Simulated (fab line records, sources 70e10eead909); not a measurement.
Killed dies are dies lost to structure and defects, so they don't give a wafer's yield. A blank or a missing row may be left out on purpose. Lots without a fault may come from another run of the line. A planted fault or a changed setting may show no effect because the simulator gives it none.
Problem report in the 8D (eight disciplines) form, filled by code | flow nand_harc | the parts of the form that need people (team, actions taken, sign-off) are left out

1. THE PROBLEM
killed_at_array at NHARC_END_SORT_01 reads a mean of 676 on 1 wafer of 1 lot; wafers without a fault read 27 with a standard deviation of 10. That is +65 standard deviations from the usual mean.
First seen on wafer L462.2, day 21 22:06, on prober-02. The record holds 6 wafers of 2 lots with a number at this step. Rule for "out", or "out of limits": more than 4 standard deviations from the usual mean. The other wafers with a number count as sound.

2. WHAT IT IS AND WHAT IT IS NOT
question                    | is                           | is not
which readings at this step | killed_at_array, killed_dies | killed_at_other, killed_at_periphery, killed_open, killed_short
which lots                  | L462                         | L452
which wafers of those lots  | L462.2                       | L462.1, L462.3
read on which gauges        | prober-02                    | prober-01
when                        | from day 21 22:06            | up to then (4 sound wafers); but 1 sound wafer of L462 came after

3. SUSPECTS, AND WHAT RULES EACH OUT
Counting: a tool at a process step up to the reading stays a suspect if it ran every lot that is out. Sound lots after the first of them don't rule it out here, since some wafers of a struck lot are sound.
- the gauge at NHARC_END_SORT_01: kept. All the wafers that are out were read on prober-02, and no step on other tools shows them out.
- cvd_w-01 at NHARC_A_WL_FILL_CVD_03 (deposits W, target thk 40 nm, time 3302 s): kept. It ran the lot that is out, L462 (day 17 10:38); its last sound lot up to then is L452 (day 14 22:00).
- pvd_sputter-03 at NHARC_THIN_TSV_PRE_CLEAN_50 (time 30 s): kept. It ran the lot that is out, L462 (day 21 11:31). NHARC_THIN_TSV_PRE_CLEAN_50 gives no start for some lots, so the hours and the order of its lots are those of NHARC_THIN_TSV_ETCH_36.
- pvd_sputter-03 at NHARC_THIN_TSV_PVD_51 (deposits Cu, target thk 100 nm): kept. It ran the lot that is out, L462 (day 21 11:31). NHARC_THIN_TSV_PVD_51 gives no start for some lots, so the hours and the order of its lots are those of NHARC_THIN_TSV_ETCH_36.
- rie_metal-02 at NHARC_THIN_TSV_ETCH_36 (etches the open film in Cl2/BCl3, target depth 65 nm, time 18.571 s): kept. It ran the lot that is out, L462 (day 21 11:31).
- Within cvd_w-01 at NHARC_A_WL_FILL_CVD_03: the wafers that are out ran in chamber 0; their sound lot-mates ran in chamber 1.
Left after counting: cvd_w-01 at NHARC_A_WL_FILL_CVD_03, pvd_sputter-03 at NHARC_THIN_TSV_PRE_CLEAN_50, pvd_sputter-03 at NHARC_THIN_TSV_PVD_51, rie_metal-02 at NHARC_THIN_TSV_ETCH_36, prober-02 at NHARC_END_SORT_01.

4. THE CAUSE (what the simulator had put in)
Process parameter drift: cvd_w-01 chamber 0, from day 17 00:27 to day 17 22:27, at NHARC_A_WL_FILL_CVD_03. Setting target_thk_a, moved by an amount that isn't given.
Counting left 5 suspects, and this tool is among them.

5. THE CHAIN OF EFFECTS, in route order
Each row: a reading whose mean over the struck wafers that have a number lies more than 3 standard deviations from the usual. Only readings for which the record gives a usual standard deviation are gone through. hours: the time from each lot's start at the first step in this table that gives one to its start at this step, as a median over the lots. sigmas: the change in usual standard deviations.
hours | step              | reading         | usual | on struck wafers | change | sigmas
0     | NHARC_END_SORT_01 | killed_at_array | 27    | 676              | +649   | +65
0     | NHARC_END_SORT_01 | killed_dies     | 30    | 677              | +647   | +65

6. WHAT WOULD HAVE CAUGHT IT SOONER
In this record the first reading out of limits at a measuring or inspecting step was taken at day 21 22:06, 118 hours after the fault began at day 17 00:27.
Of the tool readings at NHARC_A_WL_FILL_CVD_03 for which the record gives a usual standard deviation, none was out on any struck wafer, so an alarm limit of 4 standard deviations on them would not have fired.
All the lots that are out (1) had begun NHARC_A_WL_FILL_CVD_03 on cvd_w-01 by day 21 22:06. A hold on the tool at that time would have spared none of them.
